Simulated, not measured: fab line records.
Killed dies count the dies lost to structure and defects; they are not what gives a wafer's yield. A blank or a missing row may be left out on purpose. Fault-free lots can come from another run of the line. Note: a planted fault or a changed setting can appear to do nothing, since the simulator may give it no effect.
Matching of chambers	flow nandHarc	rieDiel-12 running NHARC_A_CONTACT_ETCH_90: 4 sister chambers
The step etches the open film in CH3F/O2, target depth 40 nm, time 85.7 s. 4 wafers are shown with their chamber, then 7 later ones without.

## EACH WAFER AND ITS CHAMBER
wafer	chamber	showerheadPlenumPTorr (Torr)
L403.6	0	2.57
L419.4	2	2.36
L421.1	1	2.43
L421.3	3	2.36

## WAFERS WHOSE CHAMBER IS MISSING
wafer	showerheadPlenumPTorr (Torr)
L421.6	2.56
L424.2	2.36
L424.3	2.56
L424.6	2.43
L425.2	2.36
L425.3	2.56
L425.4	2.43

## WHICH CHAMBER EACH ONE RAN IN
wafer	from the rows above	in truth
L421.6	0	0
L424.2	can't be placed: 2 or 3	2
L424.3	0	0
L424.6	1	1
L425.2	can't be placed: 2 or 3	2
L425.3	0	0
L425.4	1	1
5 of 7 placed correctly. Not placeable from these rows: 2 (in 2, the candidates include the true chamber). Number placed wrongly: 0.
How it was worked out, from the rows above alone: a wafer's distance from a chamber is the root of the sum, over the readings, of the square of ((its reading less the chamber's mean) divided by the reading's scatter). If the next closest chamber is less than 2 further off than the closest, the wafer can't be placed; otherwise it belongs to the closest. Each chamber's mean is taken over the wafers shown for it. The scatter: root of mean squared gap, hidden wafer to nearest shown wafer, with one shown wafer a chamber.
